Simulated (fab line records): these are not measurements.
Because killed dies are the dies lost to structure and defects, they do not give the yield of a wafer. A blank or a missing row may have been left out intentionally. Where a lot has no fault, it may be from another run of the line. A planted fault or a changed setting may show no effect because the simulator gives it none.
Matching of chambers ; flow nandHarc ; cmp-01 running NHARC_A_M1_CMP_23: 4 sister chambers
The step polishes, t overpolish 20 s, target thk 154.34 nm. 4 wafers are shown with their chamber, then 11 later ones without.

## WAFERS WITH THEIR CHAMBER
wafer;chamber;motorCurrentA (A)
L087.1;1;14.5
L087.4;3;14.3
L087.6;2;12.3
L088.1;0;12.8

## WAFERS WITH NO CHAMBER GIVEN
wafer;motorCurrentA (A)
L088.3;14.6
L088.5;13.0
L094.2;14.0
L094.3;12.4
L094.5;13.7
L093.2;12.4
L093.4;12.0
L093.5;14.0
L097.1;15.1
L097.5;14.9
L097.6;11.9

## WHICH CHAMBER EACH ONE RAN IN
wafer;from the rows above;in truth
L088.3;can't be placed: 1 or 3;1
L088.5;can't be placed: 0 or 2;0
L094.2;can't be placed: 3 or 1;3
L094.3;can't be placed: 2 or 0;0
L094.5;can't be placed: 3 or 1 or 0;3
L093.2;can't be placed: 2 or 0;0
L093.4;can't be placed: 2 or 0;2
L093.5;can't be placed: 3 or 1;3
L097.1;can't be placed: 1 or 3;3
L097.5;can't be placed: 1 or 3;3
L097.6;can't be placed: 2 or 0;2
Placed correctly: 0 of 11. Can't be placed from these rows: 11 (the true chamber is among the candidates in 11). 0 placed wrongly.
How it was worked out, from the rows above alone: a wafer's distance from a chamber is the root of the sum, over the readings, of the square of ((its reading less the chamber's mean) divided by the reading's scatter). If the next closest chamber is less than 2 further off than the closest, the wafer can't be placed; otherwise it belongs to the closest. A chamber's mean is the mean of its shown wafers. The scatter: root of mean squared gap, hidden wafer to nearest shown wafer, with one shown wafer a chamber.
